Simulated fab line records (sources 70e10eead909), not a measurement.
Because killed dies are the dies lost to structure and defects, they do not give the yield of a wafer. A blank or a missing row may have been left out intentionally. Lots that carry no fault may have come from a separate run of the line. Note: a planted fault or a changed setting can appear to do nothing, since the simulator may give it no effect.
fab line records	flow nandHarc
record lots=24	wafers=72	lastDay=24
route steps=1159 shown A_WL_FILL@834 A_CONTACT@861 A_BLC@974
lots that met no fault: taken from a fault-free run of the same line
startH: hours from the record's first day to the start of the lot's first wafer shown	waitH: how many hours have passed since the lot's step before this one	" same as the row above	L1.1+2: a row that stands for several wafers	- either no value or no given start	* or withheld: withheld	< > ~ a bound
route shown NAME@n: names a module that has steps shown in the file, with the first one's number in the route	usual: the fault-free wafers' mean and standard deviation	same: alike in all rows	chamber/n: place in a boat	sites: readings site by site	_std_site: how widely they spread, as a standard deviation	_edge_site: the outer-site mean with the inner-site mean subtracted	radiusMm: for every site, how far away it sits from the centre of the wafer	mask NAME#n: copy n	behind: the last tool/chamber to shape the wafer	hold: the reason the lot was held/the length of the hold in hours/how it ended	device: whichever transistor did not switch (one of n, p or np)	end of line: the route-end tests of the same wafers	a step given without rows: its recipe and nothing more	killed: at the first sort, the dies lost to defects and structure; wafer yield is something else	map: a wafer's dies, marking killed ones x, the rest . and places with no die _
set.NAME: the run value of the setting; set.NAME@STEP: its run value at that earlier step	model.NAME: the simulator's own value behind a step, which no gauge read
one table for each step of the route and one row for each wafer, over a sample of lots
services: when a tool's chamber went out of use (startH, in hours from the record's first day, below 0 if earlier), for how many hours, and the reason
## steps
# step NHARC_A_WL_FILL_CMP_12
# recipe tOverpolishS=30	targetThkNm=75
# usual motorCurrentA=12.1/0.88	overpolishRunS=29.999/0.01	slurryFlowMlMin=149.9/0.43	timeToEndpointS=15.7/2.4
lot.wafer	tool	chamber	startH	waitH	motorCurrentA	overpolishRunS	slurryFlowMlMin	timeToEndpointS
L074.4	cmp-03	3	358.56	2.9	12.3	30.010	149.7	15.2
L074.2	"	0	"	"	10.6	30.008	149.5	16.3
L074.6	"	0	"	"	11.2	29.989	149.8	16.6
L075.3	cmp-02	3	369.18	2.2	11.1	30.010	150.4	18.4
L075.1	"	0	"	"	13.2	30.009	150.1	14.2
L075.6	"	2	"	"	11.7	30.010	149.0	16.9
L076.2	cmp-03	2	369.36	3.6	13.7	30.013	149.3	13.8
L076.3	"	3	"	"	11.8	29.997	150.1	10.9
L076.5	"	0	"	"	11.3	29.999	150.2	14.5
L077.1	cmp-03	3	376.72	3.6	12.2	30.020	149.9	13.9
L077.3	"	1	"	"	11.8	29.984	149.9	13.2
L077.5	"	3	"	"	12.1	30.002	150.3	13.3
L078.3	cmp-02	2	376.81	2.2	11.8	30.019	150.2	13.2
L078.5	"	1	"	"	11.8	30.002	150.2	15.0
L078.6	"	2	"	"	11.6	30.000	150.6	13.3
L079.3	cmp-02	1	396.88	2.9	11.6	29.993	149.6	15.4
L079.1	"	2	"	"	12.0	30.000	150.5	16.4
L079.2	"	0	"	"	13.6	29.984	150.3	14.3
L080.1	cmp-02	2	403.99	4.3	12.7	29.979	150.4	14.3
L080.5	"	0	"	"	12.7	30.010	150.4	15.6
L080.6	"	1	"	"	12.4	30.011	150.3	13.4
L081.4	cmp-02	1	411.22	2.2	11.6	30.016	151.1	16.3
L081.5	"	3	"	"	12.4	29.998	149.3	16.5
L081.6	"	0	"	"	13.0	29.984	150.4	14.8
L082.3	cmp-03	2	413.50	2.2	14.3	29.996	150.2	14.3
L082.4	"	1	"	"	11.9	30.010	150.0	13.0
L082.6	"	3	"	"	12.1	29.992	149.8	17.2
L083.4	cmp-03	1	418.24	2.2	10.6	29.999	150.3	17.0
L083.3	"	2	"	"	14.1	30.007	149.5	14.7
L083.2	"	0	"	"	10.8	29.989	150.6	17.9
L085.3	cmp-03	1	430.26	2.2	11.7	29.995	150.8	13.2
L085.1	"	2	"	"	13.3	29.989	149.9	11.4
L085.5	"	1	"	"	11.5	30.005	150.3	15.8
L086.1	cmp-03	0	435.08	3.6	11.4	30.011	149.3	15.4
L086.3	"	2	"	"	13.9	30.015	149.8	15.7
L086.5	"	3	"	"	11.4	29.991	149.1	13.6
L087.2	cmp-01	1	436.79	4.3	10.0	30.004	149.4	13.1
L087.3	"	0	"	"	11.6	29.993	149.9	16.4
L087.5	"	1	"	"	11.3	29.992	149.4	14.3
L089.3	cmp-01	1	442.66	2.2	11.2	30.000	150.5	18.4
L089.4	"	0	"	"	11.4	30.002	149.7	15.0
L089.5	"	1	"	"	10.8	30.000	149.9	15.4
L084.2	cmp-02	2	442.72	4.3	12.2	29.992	150.1	19.0
L084.4	"	3	"	"	12.2	29.986	150.3	18.6
L084.3	"	0	"	"	13.7	29.998	149.7	18.2
L088.1	cmp-02	2	451.49	3.6	12.0	29.993	150.2	18.4
L088.3	"	3	"	"	12.5	29.996	149.9	22.4
L088.6	"	2	"	"	12.0	29.996	149.9	20.5
L090.1	cmp-02	0	455.73	3.6	13.1	30.005	150.1	19.4
L090.2	"	1	"	"	12.3	30.001	149.2	16.6
L090.3	"	3	"	"	12.1	29.990	150.2	20.0
L093.3	cmp-02	3	467.88	2.2	12.9	29.993	150.1	21.5
L093.2	"	1	"	"	11.7	29.991	150.2	18.5
L093.6	"	3	"	"	12.0	29.987	150.1	21.5
L091.4	cmp-01	1	467.92	2.9	11.1	29.991	150.0	13.5
L091.5	"	3	"	"	13.0	29.999	150.0	11.6
L091.6	"	0	"	"	11.1	29.990	149.5	15.0
L094.1	cmp-01	3	472.24	4.4	13.1	30.011	149.0	14.2
L094.3	"	1	"	"	11.1	30.007	149.0	13.5
L094.5	"	0	"	"	11.4	29.999	150.1	15.6
L092.2	cmp-01	3	479.33	4.3	12.9	30.003	150.5	10.8
L092.1	"	0	"	"	11.5	30.003	149.9	11.5
L092.6	"	0	"	"	12.3	30.001	149.4	13.1
L097.2	cmp-02	1	500.48	4.3	11.8	29.988	149.5	16.2
L097.3	"	2	"	"	11.9	29.992	149.2	16.8
L097.6	"	0	"	"	13.5	29.992	149.8	15.5
L095.4	cmp-02	2	502.10	-	12.3	29.999	150.0	17.0
L095.2	"	0	"	"	13.6	30.000	150.4	19.3
L095.3	"	1	"	"	12.3	29.996	150.0	17.4
L096.1	cmp-03	2	504.77	4.3	14.6	30.000	150.2	16.8
L096.3	"	3	"	"	12.0	29.979	149.0	15.9
L096.4	"	0	"	"	11.4	30.009	150.6	20.3
# step NHARC_A_CONTACT_ETCH_51
# recipe targetDepthA=36000	overEtchFrac=0.3	timeS=936	ionEnergyEv=150	o2FlowSccm=400	cosFlowSccm=20	arFlowSccm=0	rfW=500	biasW=300	chemistry=O2/COS
# usual drypumpMotorCurrentA=5.6/0.5	oesProductAu=1.000/0.0075	rfVppV=314.4/2.2	showerheadPlenumPTorr=3.14/0.14	throttleValvePct=28.330/0.008
# same timeS=936
lot.wafer	tool	chamber	startH	waitH	drypumpMotorCurrentA	oesProductAu	rfHoursCounterH	rfVppV	showerheadPlenumPTorr	throttleValvePct
L074.2	rieDiel-02	2	-	-	5.5	1.004	6	311.3	2.92	28.343
L074.6	"	3	"	"	5.8	1.002	-	316.2	3.25	28.336
L074.4	"	0	"	"	6.3	1.002	-	317.4	3.29	28.321
L075.1	rieDiel-02	1	-	-	4.9	1.004	7	315.0	3.18	28.336
L075.3	"	3	"	"	5.8	0.990	10	316.7	3.25	28.342
L075.6	"	0	"	"	6.3	1.002	-	317.2	3.29	28.330
L076.2	rieDiel-02	0	-	-	6.3	1.008	10	317.3	3.29	28.323
L076.3	"	1	"	"	4.9	0.994	8	314.3	3.18	28.339
L076.5	"	0	"	"	6.3	0.993	-	316.2	3.29	28.334
L078.3	rieDiel-02	3	-	-	5.8	1.004	12	317.0	3.25	28.334
L078.5	"	2	"	"	5.5	1.001	-	310.2	2.92	28.330
L078.6	"	3	"	"	5.8	1.006	-	315.0	3.25	28.333
L077.3	rieDiel-02	2	-	-	5.5	0.990	11	312.4	2.92	28.322
L077.1	"	0	"	"	6.3	1.003	13	315.9	3.29	28.329
L077.5	"	1	"	"	4.9	1.002	-	314.3	3.18	28.328
L079.1	rieDiel-02	1	-	-	4.9	0.996	12	315.6	3.18	28.355
L079.3	"	2	"	"	5.5	1.009	14	309.5	2.92	28.327
L079.2	"	3	"	"	5.8	0.995	15	315.8	3.24	28.325
L080.1	rieDiel-11	3	-	-	5.9	1.012	10	316.8	3.30	28.327
L080.6	"	1	"	"	6.4	1.010	-	311.9	2.95	28.316
L080.5	"	2	"	"	4.8	1.010	-	315.7	3.25	28.319
L081.4	rieDiel-02	2	-	-	5.5	0.997	16	312.2	2.92	28.329
L081.6	"	0	"	"	6.3	1.001	-	316.3	3.29	28.337
L081.5	"	1	"	"	4.9	0.986	-	314.8	3.18	28.326
L082.4	rieDiel-11	2	-	-	4.8	1.009	18	316.5	3.24	28.355
L082.3	"	0	"	"	5.1	1.006	17	317.5	3.36	28.319
L082.6	"	2	"	"	4.8	1.002	-	316.2	3.24	28.332
L083.4	rieDiel-12	3	-	-	5.9	1.011	11	315.4	3.21	28.323
L083.2	"	0	"	"	5.7	0.994	10	313.0	3.09	28.330
L083.3	"	1	"	"	5.0	1.002	10	312.3	2.95	28.324
L085.1	rieDiel-11	3	-	-	5.9	1.005	18	317.3	3.30	28.331
L085.3	"	0	"	"	5.1	0.996	21	316.4	3.36	28.326
L085.5	"	3	"	"	5.9	1.009	-	318.2	3.30	28.325
L086.3	rieDiel-12	0	-	-	5.8	0.998	14	313.7	3.09	28.328
L086.1	"	1	"	"	5.0	1.002	15	312.2	2.95	28.328
L086.5	"	0	"	"	5.8	0.997	-	312.9	3.09	28.330
L087.3	rieDiel-02	1	-	-	4.9	0.996	18	314.7	3.17	28.335
L087.2	"	3	"	"	5.8	0.989	20	316.4	3.24	28.334
L087.5	"	0	"	"	6.3	1.002	-	316.4	3.28	28.328
L089.4	rieDiel-02	1	-	-	4.9	0.993	20	314.8	3.17	28.324
L089.3	"	3	"	"	5.8	0.998	22	315.3	3.24	28.327
L089.5	"	1	"	"	4.9	0.998	-	316.3	3.17	28.333
L084.3	rieDiel-11	2	-	-	4.8	0.994	29	314.9	3.24	28.311
L084.2	"	3	"	"	5.9	1.014	24	315.9	3.29	28.326
L084.4	"	1	"	"	6.4	1.003	31	311.6	2.94	28.333
L088.1	rieDiel-12	2	-	-	5.7	1.004	24	312.7	3.09	28.319
L088.3	"	3	"	"	6.0	0.996	23	315.6	3.21	28.319
L088.6	"	2	"	"	5.8	0.996	-	313.3	3.09	28.318
L090.1	rieDiel-11	3	-	-	5.9	1.010	29	314.2	3.29	28.335
L090.3	"	0	"	"	5.1	0.996	33	317.0	3.36	28.332
L090.2	"	1	"	"	6.4	1.003	36	311.1	2.94	28.329
L091.4	rieDiel-02	1	-	-	4.9	0.998	26	315.0	3.17	28.338
L091.5	"	1	"	"	5.0	0.989	-	315.3	3.17	28.328
L091.6	"	2	"	"	5.5	1.001	-	311.5	2.91	28.325
L093.3	rieDiel-12	0	-	-	5.8	0.997	30	313.9	3.08	28.335
L093.2	"	1	"	"	5.0	1.000	31	310.4	2.94	28.324
L093.6	"	0	"	"	5.8	1.011	-	314.9	3.08	28.327
L094.3	rieDiel-02	3	-	-	5.8	0.986	29	314.3	3.24	28.317
L094.1	"	0	"	"	6.3	0.994	29	316.3	3.28	28.333
L094.5	"	1	"	"	5.0	0.986	-	316.1	3.17	28.332
L092.1	rieDiel-02	3	-	-	5.8	0.997	30	315.8	3.24	28.337
L092.2	"	0	"	"	6.3	0.988	30	315.5	3.28	28.334
L092.6	"	0	"	"	6.3	0.994	-	317.5	3.28	28.334
L097.3	rieDiel-12	0	-	-	5.8	0.994	42	314.9	3.08	28.326
L097.2	"	1	"	"	5.0	0.989	41	309.4	2.94	28.334
L097.6	"	2	"	"	5.7	1.008	-	315.0	3.08	28.339
L095.2	rieDiel-12	0	-	-	5.8	0.994	43	312.1	3.08	28.323
L095.3	"	1	"	"	5.0	0.999	43	310.8	2.93	28.336
L095.4	"	2	"	"	5.8	1.008	-	313.1	3.08	28.331
L096.1	rieDiel-12	2	-	-	5.7	1.007	46	313.9	3.08	28.315
L096.3	"	0	"	"	5.7	1.009	44	312.9	3.08	28.332
L096.4	"	1	"	"	5.0	0.993	-	309.5	2.93	28.329
# step NHARC_A_CONTACT_ETCH_112
# recipe sourceW=withheld	pressureMtorr=20	biasV=3000	timeS=94	targetDepthA=9220	arFlowSccm=withheld	c4f8FlowSccm=withheld	o2FlowSccm=withheld	chemistry=C4F8/O2/Ar
# same timeS=94
lot.wafer	tool	chamber	startH	waitH	rfHoursCounterH
L074.2	harCapEtch-02	0	365.09	0.3	7
L074.4	"	0	"	"	-
L074.6	"	0	"	"	-
L075.1	harCapEtch-01	0	376.51	0.2	58
L075.3	"	0	"	"	-
L075.6	"	1	"	"	-
L076.2	harCapEtch-02	1	377.33	0.2	10
L076.3	"	1	"	"	-
L076.5	"	1	"	"	-
L078.3	harCapEtch-02	1	383.47	0.1	-
L078.5	"	1	"	"	-
L078.6	"	0	"	"	-
L077.1	harCapEtch-03	0	383.92	0.1	87
L077.3	"	1	"	"	-
L077.5	"	1	"	"	-
L079.2	harCapEtch-01	0	402.58	0.2	63
L079.1	"	1	"	"	63
L079.3	"	0	"	"	-
L080.1	harCapEtch-03	0	411.76	0.2	91
L080.5	"	0	"	"	-
L080.6	"	1	"	"	-
L081.4	harCapEtch-01	1	419.52	0.1	-
L081.5	"	1	"	"	-
L081.6	"	0	"	"	-
L082.4	harCapEtch-03	0	421.57	0.1	-
L082.3	"	1	"	"	-
L082.6	"	0	"	"	-
L083.2	harCapEtch-02	1	424.26	0.1	18
L083.3	"	0	"	"	-
L083.4	"	1	"	"	-
L085.1	harCapEtch-01	1	437.15	0.2	68
L085.3	"	1	"	"	-
L085.5	"	0	"	"	-
L086.1	harCapEtch-03	1	441.31	0.2	97
L086.3	"	1	"	"	-
L086.5	"	1	"	"	-
L087.2	harCapEtch-01	0	442.77	0.2	69
L087.3	"	1	"	"	-
L087.5	"	0	"	"	-
L089.4	harCapEtch-03	1	448.59	0.1	-
L089.3	"	0	"	"	-
L089.5	"	0	"	"	-
L084.2	harCapEtch-01	0	448.88	0.1	70
L084.4	"	1	"	"	-
L084.3	"	0	"	"	-
L088.1	harCapEtch-03	0	457.79	0.1	101
L088.3	"	0	"	"	-
L088.6	"	1	"	"	-
L090.2	harCapEtch-02	1	462.42	0.2	26
L090.1	"	0	"	"	26
L090.3	"	1	"	"	-
L091.4	harCapEtch-01	1	474.68	0.1	-
L091.5	"	1	"	"	-
L091.6	"	0	"	"	-
L093.2	harCapEtch-03	1	476.35	0.2	104
L093.3	"	1	"	"	-
L093.6	"	1	"	"	-
L094.1	harCapEtch-01	0	479.61	0.2	77
L094.3	"	0	"	"	-
L094.5	"	0	"	"	-
L092.2	harCapEtch-01	1	487.25	0.2	78
L092.1	"	0	"	"	78
L092.6	"	1	"	"	-
L097.2	harCapEtch-03	1	506.53	0.1	109
L097.3	"	1	"	"	-
L097.6	"	1	"	"	-
L095.2	harCapEtch-02	0	508.75	0.2	32
L095.4	"	0	"	"	-
L095.3	"	1	"	"	-
L096.1	harCapEtch-01	0	510.85	0.1	80
L096.4	"	1	"	"	-
L096.3	"	0	"	"	-
# step NHARC_A_CONTACT_ETCH_134
# recipe sourceW=withheld	pressureMtorr=20	biasV=withheld	timeS=140	targetDepthA=7000	arFlowSccm=withheld	c4f8FlowSccm=withheld	o2FlowSccm=withheld	chemistry=C4F8/O2/Ar
# same timeS=140
lot.wafer	tool	chamber	startH	waitH	rfHoursCounterH
L074.2	harCapEtch-03	0	380.80	-	86
L074.4	"	1	"	"	-
L074.6	"	0	"	"	-
L075.1	harCapEtch-02	1	391.07	-	14
L075.3	"	1	"	"	-
L075.6	"	0	"	"	-
L076.2	harCapEtch-03	0	391.78	-	89
L076.3	"	0	"	"	-
L076.5	"	0	"	"	-
L078.3	harCapEtch-02	1	396.39	-	-
L078.6	"	1	"	"	-
L078.5	"	0	"	"	-
L077.1	harCapEtch-03	1	399.09	-	90
L077.3	"	1	"	"	-
L077.5	"	0	"	"	-
L079.1	harCapEtch-02	1	420.34	-	17
L079.2	"	0	"	"	17
L079.3	"	0	"	"	-
L080.1	harCapEtch-02	0	428.86	-	19
L080.6	"	1	"	"	-
L080.5	"	0	"	"	-
L081.4	harCapEtch-02	1	433.97	-	-
L081.5	"	0	"	"	-
L081.6	"	1	"	"	-
L082.3	harCapEtch-03	0	437.24	-	-
L082.4	"	1	"	"	-
L082.6	"	1	"	"	-
L083.2	harCapEtch-02	1	438.38	-	20
L083.4	"	1	"	"	-
L083.3	"	0	"	"	-
L085.1	harCapEtch-01	1	450.19	-	71
L085.3	"	1	"	"	-
L085.5	"	0	"	"	-
L086.1	harCapEtch-03	0	456.50	-	100
L086.3	"	1	"	"	-
L086.5	"	0	"	"	-
L087.2	harCapEtch-02	1	456.80	-	25
L087.3	"	0	"	"	-
L087.5	"	1	"	"	-
L089.3	harCapEtch-01	1	461.87	-	-
L089.4	"	0	"	"	-
L089.5	"	1	"	"	-
L084.2	harCapEtch-03	1	462.76	-	102
L084.3	"	0	"	"	-
L084.4	"	1	"	"	-
L088.1	harCapEtch-02	1	472.89	-	27
L088.3	"	0	"	"	-
L088.6	"	0	"	"	-
L090.1	harCapEtch-02	1	476.99	-	27
L090.2	"	0	"	"	27
L090.3	"	0	"	"	-
L091.4	harCapEtch-03	1	488.46	-	-
L091.5	"	0	"	"	-
L091.6	"	1	"	"	-
L093.2	harCapEtch-01	0	491.08	-	79
L093.3	"	1	"	"	-
L093.6	"	0	"	"	-
L094.1	harCapEtch-02	1	496.32	-	31
L094.3	"	0	"	"	-
L094.5	"	1	"	"	-
L092.1	harCapEtch-01	0	501.56	-	80
L092.2	"	1	"	"	80
L092.6	"	1	"	"	-
L097.2	harCapEtch-01	1	520.79	-	83
L097.3	"	0	"	"	-
L097.6	"	1	"	"	-
L095.2	harCapEtch-02	1	524.96	-	36
L095.4	"	0	"	"	-
L095.3	"	1	"	"	-
L096.1	harCapEtch-01	0	525.45	-	85
L096.3	"	1	"	"	-
L096.4	"	0	"	"	-
# step NHARC_A_BLC_CD_MEAS_10
# recipe targetCdNm=100	landingEnergyEv=500
# usual cdNm=99.8/0.59
lot.wafer	tool	chamber	startH	waitH	cdNm
L074.2	cdSem-02	0	386.41	-	99.5
L074.4	"	0	"	"	99.0
L074.6	"	0	"	"	99.6
L075.1	cdSem-01	0	398.05	-	100.0
L075.3	"	0	"	"	100.6
L075.6	"	0	"	"	100.6
L076.2	cdSem-03	0	398.46	-	100.4
L076.3	"	0	"	"	100.0
L076.5	"	0	"	"	100.1
L078.3	cdSem-03	0	400.58	-	101.6
L078.5	"	0	"	"	100.7
L078.6	"	0	"	"	100.2
L077.1	cdSem-02	0	403.47	-	99.9
L077.3	"	0	"	"	100.5
L077.5	"	0	"	"	100.5
L079.1	cdSem-01	0	424.97	-	100.1
L079.2	"	0	"	"	100.0
L079.3	"	0	"	"	100.4
L080.1	cdSem-01	0	436.14	-	99.5
L080.5	"	0	"	"	99.4
L080.6	"	0	"	"	100.1
L081.4	cdSem-03	0	438.14	-	99.7
L081.5	"	0	"	"	100.0
L081.6	"	0	"	"	99.4
L082.3	cdSem-02	0	444.16	-	100.3
L082.4	"	0	"	"	100.3
L082.6	"	0	"	"	100.5
L083.2	cdSem-03	0	444.64	-	99.5
L083.3	"	0	"	"	99.8
L083.4	"	0	"	"	99.2
L085.1	cdSem-03	0	456.37	-	99.6
L085.3	"	0	"	"	99.9
L085.5	"	0	"	"	99.2
L086.1	cdSem-02	0	460.84	-	99.7
L086.3	"	0	"	"	99.6
L086.5	"	0	"	"	99.3
L087.2	cdSem-03	0	461.41	-	99.6
L087.3	"	0	"	"	99.8
L087.5	"	0	"	"	99.3
L089.3	cdSem-03	0	470.34	-	100.3
L089.4	"	0	"	"	99.6
L089.5	"	0	"	"	99.9
L084.2	cdSem-01	0	471.07	-	100.8
L084.3	"	0	"	"	100.6
L084.4	"	0	"	"	100.9
L088.1	cdSem-03	0	479.80	-	99.4
L088.3	"	0	"	"	100.0
L088.6	"	0	"	"	99.8
L090.1	cdSem-02	0	482.02	-	99.7
L090.2	"	0	"	"	99.4
L090.3	"	0	"	"	99.8
L091.4	cdSem-01	0	492.62	-	100.1
L091.5	"	0	"	"	99.8
L091.6	"	0	"	"	99.5
L093.2	cdSem-01	0	503.18	-	98.8
L093.3	"	0	"	"	99.4
L093.6	"	0	"	"	99.2
L094.1	cdSem-03	0	504.76	-	100.8
L094.3	"	0	"	"	100.6
L094.5	"	0	"	"	100.1
L092.1	cdSem-01	0	509.94	-	99.5
L092.2	"	0	"	"	98.5
L092.6	"	0	"	"	99.2
L097.2	cdSem-02	0	526.51	-	100.1
L097.3	"	0	"	"	100.3
L097.6	"	0	"	"	100.3
L095.2	cdSem-03	0	529.40	-	98.5
L095.3	"	0	"	"	98.6
L095.4	"	0	"	"	99.1
L096.1	cdSem-01	0	530.22	-	100.5
L096.3	"	0	"	"	99.7
L096.4	"	0	"	"	99.6
# step NHARC_A_BLC_STRIP_29
# recipe cf4FlowSccm=150	arFlowSccm=0	biasW=0	chemistry=CF4
# usual drypumpMotorCurrentA=5.8/0.45	oesProductAu=1.002/0.0074	rfVppV=59.3/0.87	showerheadPlenumPTorr=1.75/0.074	throttleValvePct=13.285/0.0075
lot.wafer	tool	chamber	startH	waitH	drypumpMotorCurrentA	oesProductAu	rfHoursCounterH	rfVppV	showerheadPlenumPTorr	throttleValvePct
L074.4	rieDiel-13	0	387.67	0.1	6.5	1.002	10	58.7	1.88	13.288
L074.2	"	1	"	"	5.7	1.000	11	58.8	1.84	13.295
L074.6	"	2	"	"	5.6	1.008	-	60.1	1.67	13.284
L075.3	rieDiel-13	3	399.28	0.1	5.1	1.001	14	60.9	1.73	13.283
L075.1	"	2	"	"	5.6	0.993	14	57.9	1.67	13.272
L075.6	"	0	"	"	6.5	1.000	-	61.1	1.88	13.280
L076.3	rieDiel-05	2	399.70	0.1	6.2	1.013	4	58.8	1.78	13.285
L076.2	"	0	"	"	5.8	1.004	5	58.6	1.73	13.278
L076.5	"	2	"	"	6.2	1.011	-	59.8	1.78	13.274
L078.3	rieDiel-13	0	401.81	0.1	6.5	1.000	12	59.7	1.88	13.299
L078.6	"	3	"	"	5.2	1.007	-	58.1	1.73	13.282
L078.5	"	0	"	"	6.5	1.011	-	61.4	1.88	13.295
L077.3	rieDiel-13	3	404.73	0.1	5.1	1.001	15	59.6	1.73	13.286
L077.1	"	0	"	"	6.5	0.997	12	58.9	1.88	13.277
L077.5	"	2	"	"	5.6	0.997	-	59.3	1.67	13.278
L079.3	rieDiel-04	2	426.22	0.1	5.7	0.989	53	59.1	1.72	13.292
L079.2	"	3	"	"	5.3	0.996	53	58.4	1.82	13.281
L079.1	"	0	"	"	5.0	1.003	50	58.3	1.65	13.285
L080.1	rieDiel-04	0	437.37	0.1	5.0	1.012	53	59.2	1.65	13.275
L080.5	"	0	"	"	5.0	1.010	-	59.7	1.65	13.279
L080.6	"	1	"	"	6.2	1.006	-	58.5	1.69	13.290
L081.4	rieDiel-05	0	439.37	0.1	5.7	1.004	9	58.6	1.73	13.285
L081.6	"	3	"	"	6.4	1.006	-	60.4	1.82	13.273
L081.5	"	0	"	"	5.8	0.995	-	59.9	1.73	13.279
L082.3	rieDiel-05	2	445.38	0.1	6.2	1.012	9	60.2	1.78	13.278
L082.4	"	1	"	"	5.9	1.010	9	60.0	1.65	13.282
L082.6	"	3	"	"	6.3	0.988	-	59.5	1.82	13.293
L083.2	rieDiel-05	3	445.99	0.1	6.4	1.001	9	60.1	1.82	13.269
L083.3	"	1	"	"	5.9	1.006	9	60.7	1.65	13.281
L083.4	"	2	"	"	6.2	1.017	9	60.1	1.78	13.292
L085.1	rieDiel-04	3	457.65	0.1	5.3	1.007	64	58.6	1.81	13.275
L085.3	"	2	"	"	5.7	1.003	62	60.6	1.71	13.295
L085.5	"	3	"	"	5.3	1.007	-	60.8	1.81	13.275
L086.3	rieDiel-04	1	462.08	0.1	6.2	1.006	57	59.1	1.69	13.272
L086.1	"	2	"	"	5.7	0.999	64	58.5	1.71	13.273
L086.5	"	2	"	"	5.7	1.003	-	59.2	1.71	13.292
L087.3	rieDiel-04	1	462.82	0.1	6.2	1.006	57	59.3	1.69	13.280
L087.2	"	3	"	"	5.3	1.004	65	60.2	1.81	13.290
L087.5	"	2	"	"	5.7	0.992	-	59.5	1.71	13.291
L089.3	rieDiel-13	3	471.62	0.1	5.2	0.984	1	59.3	1.73	13.289
L089.4	"	0	"	"	6.5	0.992	1	59.9	1.88	13.285
L089.5	"	0	"	"	6.5	0.986	-	59.2	1.88	13.298
L084.2	rieDiel-13	2	472.75	0.1	5.6	1.005	2	59.3	1.67	13.273
L084.3	"	3	"	"	5.2	0.989	1	59.4	1.73	13.296
L084.4	"	1	"	"	5.7	0.998	2	59.8	1.83	13.287
L088.3	rieDiel-13	0	481.03	0.1	6.5	1.003	2	60.9	1.88	13.276
L088.1	"	2	"	"	5.6	0.998	3	59.0	1.67	13.289
L088.6	"	0	"	"	6.5	1.012	-	59.5	1.88	13.289
L090.3	rieDiel-04	3	483.24	0.1	5.3	1.003	3	59.5	1.81	13.295
L090.2	"	0	"	"	5.0	1.001	2	57.8	1.65	13.275
L090.1	"	1	"	"	6.2	1.003	2	59.4	1.69	13.277
L091.4	rieDiel-13	0	493.86	0.1	6.5	1.007	4	60.9	1.88	13.282
L091.5	"	2	"	"	5.6	0.999	-	58.5	1.67	13.273
L091.6	"	3	"	"	5.2	0.995	-	58.3	1.72	13.286
L093.3	rieDiel-04	2	504.45	0.1	5.7	0.989	11	60.3	1.71	13.284
L093.2	"	3	"	"	5.3	1.000	10	59.1	1.81	13.271
L093.6	"	1	"	"	6.2	1.004	-	59.8	1.69	13.289
L094.3	rieDiel-05	1	506.00	0.1	5.9	1.006	15	58.4	1.65	13.274
L094.1	"	3	"	"	6.4	0.999	14	57.9	1.82	13.292
L094.5	"	2	"	"	6.2	1.015	-	58.0	1.78	13.292
L092.1	rieDiel-05	3	511.50	0.1	6.4	0.995	15	60.2	1.82	13.281
L092.2	"	2	"	"	6.2	1.007	14	59.5	1.78	13.283
L092.6	"	3	"	"	6.3	0.998	-	59.8	1.82	13.289
L097.2	rieDiel-05	2	527.74	0.1	6.2	1.006	0	58.4	1.78	13.285
L097.3	"	1	"	"	5.9	0.998	0	58.2	1.65	13.298
L097.6	"	3	"	"	6.4	1.016	-	60.1	1.82	13.298
L095.3	rieDiel-13	1	530.63	0.1	5.7	1.004	8	58.7	1.83	13.286
L095.2	"	2	"	"	5.6	1.009	8	57.8	1.66	13.285
L095.4	"	3	"	"	5.2	1.009	8	58.8	1.72	13.276
L096.1	rieDiel-05	0	532.16	0.1	5.8	1.003	1	58.5	1.73	13.282
L096.3	"	1	"	"	6.0	0.996	1	58.7	1.65	13.286
L096.4	"	3	"	"	6.4	1.000	1	60.4	1.82	13.284
## services
tool	chamber	startH	hours	kind
rieDiel-05	-	340.60	9.0	pm
rieDiel-13	0	349.35	7.8	repair
cmp-03	-	352.00	4.0	pm
rieDiel-13	1	355.52	13.5	repair
rieDiel-05	1	355.57	6.6	repair
rieDiel-02	1	359.95	6.9	repair
rieDiel-05	3	364.36	1.8	repair
rieDiel-05	2	373.51	1.6	repair
rieDiel-05	3	383.23	4.3	repair
rieDiel-05	-	406.41	1.4	repair
rieDiel-13	2	412.41	3.2	repair
harCapEtch-02	-	418.51	0.6	repair
cmp-02	-	422.62	4.0	pm
cmp-03	-	433.16	0.2	repair
rieDiel-13	0	434.27	10.9	repair
harCapEtch-01	-	434.52	0.1	repair
cmp-02	-	441.49	0.4	repair
rieDiel-13	-	453.03	9.0	pm
rieDiel-02	2	490.18	1.7	repair
rieDiel-02	-	504.79	9.0	pm
harCapEtch-03	-	512.78	0.4	repair
rieDiel-02	0	513.83	1.9	repair
cmp-02	-	520.58	0.3	repair
cmp-02	-	520.90	4.0	pm
## key
fault none
